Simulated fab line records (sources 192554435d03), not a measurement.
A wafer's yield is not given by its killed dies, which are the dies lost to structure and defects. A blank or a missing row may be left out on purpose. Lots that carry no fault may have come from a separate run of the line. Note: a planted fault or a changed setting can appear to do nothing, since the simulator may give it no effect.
Which of the tools did it? ; flow n5 finfet ; 24 lots, 72 wafers sampled, at 3 steps of a route of 1938

## WHAT THE GAUGES READ, wafer by wafer
N5_BEOL_M9_RS_MEAS_57: uses a four-point probe to measure.
lot;measured;on;M9_RS (ohm/sq)
L076;day 10 10:17;film metro-02;0.150 0.148 0.156
L074;day 10 11:09;film metro-01;0.149 0.152 0.145
L075;day 10 22:13;film metro-02;0.156 0.150 0.150
L077;day 11 11:51;film metro-02;0.154 0.147 0.152
L078;day 11 12:40;film metro-02;0.152 0.154 0.155
L079;day 11 12:56;film metro-02;0.151 0.149 0.154
L081;day 11 19:50;film metro-02;0.149 0.147 0.150
L080;day 11 20:21;film metro-02;0.151 0.156 0.156
L082;day 11 22:17;film metro-01;0.148 0.152 0.152
L083;day 12 08:59;film metro-02;0.145 0.146 0.150
L085;day 12 17:52;film metro-01;0.152 0.152 0.152
L084;day 12 19:58;film metro-02;0.153 0.153 0.156
L087;day 13 15:33;film metro-02;0.152 0.147 0.151
L089;day 14 02:24;film metro-01;0.157 0.152 0.152
L088;day 14 07:17;film metro-02;0.150 0.153 0.159
L086;day 14 07:41;film metro-01;0.153 0.147 0.152
L090;day 14 14:30;film metro-01;0.150 0.157 0.150
L093;day 15 18:08;film metro-01;0.158 0.159 0.152
L091;day 15 18:43;film metro-02;0.151 0.155 0.151
L092;day 15 23:15;film metro-02;0.145 0.146 0.150
L094;day 16 01:50;film metro-01;0.149 0.148 0.147
L095;day 16 23:01;film metro-02;0.147 0.155 0.152
L096;day 16 23:10;film metro-01;0.148 0.147 0.144
L097;day 17 01:07;film metro-01;0.148 0.155 0.154

## TOOL THAT RAN EACH LOT (tool first, then ch and the chambers of the sampled wafers, then the start)
lot;N5_BEOL_M9_ALD_74;N5_BEOL_M9_ANNEAL_51
L076;ald metal-04 ch 1,2,3, day 10 08:24;rtp anneal-01 ch 0, day 10 09:26
L074;ald metal-02 ch 1,2,3, day 10 09:05;rtp anneal-02 ch 0, day 10 10:28
L075;ald metal-02 ch 0,2, day 10 20:25;rtp anneal-02 ch 0, day 10 21:21
L077;ald metal-03 ch 0,2, day 11 08:40;rtp anneal-02 ch 0, day 11 11:05
L078;ald metal-02 ch 0,1, day 11 11:14;rtp anneal-02 ch 0, day 11 11:56
L079;ald metal-03 ch 0,1, day 11 11:24;rtp anneal-02 ch 0, day 11 12:17
L081;ald metal-04 ch 0,2, day 11 18:17;rtp anneal-02 ch 0, day 11 19:10
L080;ald metal-03 ch 0,3, day 11 18:47;rtp anneal-01 ch 0, day 11 19:43
L082;ald metal-03 ch 1,3, day 11 20:51;rtp anneal-01 ch 0, day 11 21:32
L083;ald metal-02 ch 1,2, day 12 07:16;rtp anneal-02 ch 0, day 12 08:08
L085;ald metal-02 ch 1,2, day 12 15:06;rtp anneal-02 ch 0, day 12 17:13
L084;ald metal-04 ch 0,1, day 12 18:08;rtp anneal-02 ch 0, day 12 19:17
L087;ald metal-03 ch 0,1,2, day 13 13:20;rtp anneal-02 ch 0, day 13 14:49
L089;ald metal-02 ch 0,1,2, day 14 00:41;rtp anneal-02 ch 0, day 14 01:40
L088;ald metal-02 ch 0,2,3, day 14 05:19;rtp anneal-02 ch 0, day 14 06:34
L086;ald metal-04 ch 0,2, day 14 05:30;rtp anneal-02 ch 0, day 14 07:02
L090;ald metal-02 ch 2,3, day 14 12:56;rtp anneal-01 ch 0, day 14 13:50
L093;ald metal-02 ch 1,2, day 15 16:26;rtp anneal-01 ch 0, day 15 17:25
L091;ald metal-03 ch 0,2,3, day 15 17:07;rtp anneal-01 ch 0, day 15 18:02
L092;ald metal-03 ch 0,1,3, day 15 21:24;rtp anneal-02 ch 0, day 15 22:40
L094;ald metal-02 ch 0,1,2, day 16 00:22;rtp anneal-01 ch 0, day 16 01:08
L095;ald metal-03 ch 0,2,3, day 16 20:55;rtp anneal-02 ch 0, day 16 22:20
L096;ald metal-02 ch 1,3, day 16 21:01;rtp anneal-01 ch 0, day 16 22:26
L097;ald metal-02 ch 0,1,3, day 16 23:37;rtp anneal-01 ch 0, day 17 00:23
- N5_BEOL_M9_ALD_74: deposits TaN, target thk 2 nm, pulse time 2 s, purge time 3 s.
- N5_BEOL_M9_ANNEAL_51: time 90 s.

## WHAT THE TOOLS THEMSELVES READ (means of the sampled wafers that have a number; where no wafer has one, the mark that the record gives instead)
N5_BEOL_M9_ALD_74.
lot;tool;heater power w (W)
L076;ald metal-04;424
L074;ald metal-02;396
L075;ald metal-02;468
L077;ald metal-03;417
L078;ald metal-02;489
L079;ald metal-03;398
L081;ald metal-04;425
L080;ald metal-03;392
L082;ald metal-03;419
L083;ald metal-02;402
L085;ald metal-02;387
L084;ald metal-04;427
L087;ald metal-03;415
L089;ald metal-02;440
L088;ald metal-02;426
L086;ald metal-04;423
L090;ald metal-02;377
L093;ald metal-02;398
L091;ald metal-03;405
L092;ald metal-03;404
L094;ald metal-02;434
L095;ald metal-03;399
L096;ald metal-02;404
L097;ald metal-02;439

N5_BEOL_M9_ANNEAL_51.
lot;tool;wafer_temp_C_max
L076;rtp anneal-01;226.5
L074;rtp anneal-02;226.6
L075;rtp anneal-02;226.5
L077;rtp anneal-02;226.6
L078;rtp anneal-02;226.3
L079;rtp anneal-02;226.3
L081;rtp anneal-02;226.4
L080;rtp anneal-01;227.3
L082;rtp anneal-01;227.0
L083;rtp anneal-02;226.3
L085;rtp anneal-02;226.4
L084;rtp anneal-02;226.3
L087;rtp anneal-02;226.1
L089;rtp anneal-02;226.3
L088;rtp anneal-02;226.0
L086;rtp anneal-02;226.3
L090;rtp anneal-01;226.6
L093;rtp anneal-01;226.7
L091;rtp anneal-01;226.9
L092;rtp anneal-02;226.0
L094;rtp anneal-01;227.3
L095;rtp anneal-02;226.1
L096;rtp anneal-01;226.9
L097;rtp anneal-01;227.7

## THE ANSWER, worked out from the rows above alone
Rule: what is usual is taken from the lots themselves. The widest of any qualifying gaps counts: lots, ordered by their means at a reading, are off when they make up no more than a third of the lots, leave a main group of 4 or more, and stand apart from it by 3 or more times the standard deviation of that group's means. A main group is skipped when, at the precision printed for the reading in the tables above, its means are all equal. Also off: a lot with no number at a reading for which 4 or more lots have one. Any other lot the step has rows for is counted as sound. The gauges are gone through in route order, then the tools' own readings, and for those a lot's mean is taken as printed above. At the first step where some lot is off, the reading lying furthest off is the one used; lots without a number count as furthest.
None of the lots is off at any reading shown; this tells nothing.

## WHAT THE SIMULATOR HAD INSERTED
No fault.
